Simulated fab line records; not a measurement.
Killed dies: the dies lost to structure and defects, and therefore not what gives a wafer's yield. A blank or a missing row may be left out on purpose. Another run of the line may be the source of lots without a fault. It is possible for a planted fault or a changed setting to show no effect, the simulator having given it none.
A lot that was struck, set against a sound lot ; flow n5Finfet ; 16 out of 1938 route steps
Sound: the wafers L187.1, L187.2, L187.5. Struck: wafers L196.1, L196.5, L196.6. The cause is given at the end.
Order at every step that has rows: each side's tool, ch and its chambers, its first start. Under that, the readings that differ: sound wafers ; struck wafers ; difference of the means ; sigmas: that difference in standard deviations of wafers without a fault.
alike: words and numbers the same on both sides, and readings whose means are apart by under 2 such deviations; not compared: readings that were withheld, readings missing a value for some wafer, numbers with overlapping values and no deviation given by the record, and bounds like >300 which may hide the same value.
The two part at a step that has a row with sigmas, a row that says differs or no value, or rows on one side only. When numbers do not overlap yet have no deviation, they are printed without sigmas and do not part them. Lack of a reading on every wafer of one side parts them only where that side has two or more wafers.

first, 7 steps without rows for these wafers: N5_BEOL_M1_COAT_76 (time 60 s, resist thk 5 nm); N5_BEOL_M1_COAT_22 (resist thk 30 nm); N5_BEOL_M1_EBR_24; N5_BEOL_M1_SOFTBAKE_23 (time 60 s); N5_BEOL_M1_EXPOSE_25 (exposes mask V0, defocus 5 nm, target cd 24 nm); N5_BEOL_M1_PEB_26 (peb time 60 s); N5_BEOL_M1_DEVELOP_27 (develop time 30 s).
N5_BEOL_M1_CD_MEAS_28: target cd y 23.3 nm.
  sound on cdSem-03 ch 0, day 7 11:42; struck on cdSem-02 ch 0, day 9 16:59
  alike: cdNm
N5_BEOL_M1_OVL_MEAS_29:
  sound on overlay-02 ch 0, day 7 11:44; struck on overlay-02 ch 0, day 9 17:01
  alike: V0_OVL
N5_BEOL_M1_INSPECT_30: inspects for defects (brightfield).
  sound on defectInspect-02, day 7 11:47; struck on defectInspect-02, day 9 17:05
  alike: rawDefectCount
N5_BEOL_M1_DESCUM_33: chemistry O2, time 7 s.
  sound on rieDiel-02 ch 1,3, day 7 11:50; struck on rieDiel-02 ch 0,1,2, day 9 17:07
reading;sound;struck;difference;sigmas
oesProductAu (a.u.);0.69 0.69 0.68;0.97 0.85 0.85;+0.20;+2
  alike: drypumpMotorCurrentA, rfVppV, showerheadPlenumPTorr, throttleValvePct
  not compared: rfHoursCounterH
N5_BEOL_M1_ETCH_77: etches underlayer in N2/H2, target depth 6.5 nm, time 5.2 s.
  sound on rieDiel-02 ch 1,3, day 7 11:52; struck on rieDiel-02 ch 0,1,2, day 9 17:09
reading;sound;struck;difference;sigmas
oesProductAu (a.u.);0.58 0.58 0.58;0.82 0.73 0.72;+0.18;+2
  alike: drypumpMotorCurrentA, etchRfOnTimeS, rfVppV, showerheadPlenumPTorr, throttleValvePct
  not compared: rfHoursCounterH
N5_BEOL_M1_ETCH_69: etches SiARC in CF4, target depth 15.6 nm, time 26 s.
  sound on rieDiel-02 ch 1,3, day 7 11:53; struck on rieDiel-02 ch 0,1,2, day 9 17:10
reading;sound;struck;difference;sigmas
etchRfOnTimeS (s);26.7 26.9 26.8;17.8 17.8 17.6;-9.1;-15
oesProductAu (a.u.);0.58 0.58 0.57;1.03 0.91 0.90;+0.37;+5
  alike: drypumpMotorCurrentA, mfcArSccm, rfVppV, showerheadPlenumPTorr, throttleValvePct
  not compared: rfHoursCounterH
N5_BEOL_M1_ALD_98: deposits SiO2, target thk 2.5 nm, pulse time 1 s, co reactant pulse time 1 s.
  sound on aldSin-03 ch 0,1,2, day 7 12:08; struck on aldSin-02 ch 2,3, day 9 17:15
  alike: heaterPowerW, precursorPulseHeightRel
-- record jumps: 2 days separate the struck wafers' starts on either side; left off in module BEOL_M1, taken up again in module BEOL_M4, whose first shown step is the route's number 1111 --
N5_BEOL_M4_RC_MEAS_101:
  sound on prober-01 ch 0, day 9 10:50; struck on prober-02 ch 0, day 11 22:41
  alike: DIBL_N, DIBL_P, IOFF_N, IOFF_P, ION_N, ION_P, SS_N, SS_P, VT_N, VT_P
-- a jump in the record: the struck wafers' starts before and after are 4 days apart (it breaks off in module BEOL_M4 and resumes in module PASSIVATION, where the first step shown is number 1936 of the route) --
N5_PASSIVATION_PROBE_49:
  sound on prober-01, day 13 12:49; struck on prober-01, day 16 07:53
  alike: defectLimitedYield, killed_at_M0_to_M3, killed_at_M4_up, killedAtContacts, killedAtFrontEnd, killedAtOther, killedDies, killedOpen, killedShort, sort_bin_5_function, sort_bin_6_memory, sortNPass, sortYieldPct

## WHERE THEY PART
First at N5_BEOL_M1_DESCUM_33; last, within this record, at N5_BEOL_M1_ETCH_69. Later steps at which nothing parts them and some readings are alike: N5_BEOL_M1_ALD_98, N5_BEOL_M4_RC_MEAS_101, N5_PASSIVATION_PROBE_49.

WHY: what the simulator had put in
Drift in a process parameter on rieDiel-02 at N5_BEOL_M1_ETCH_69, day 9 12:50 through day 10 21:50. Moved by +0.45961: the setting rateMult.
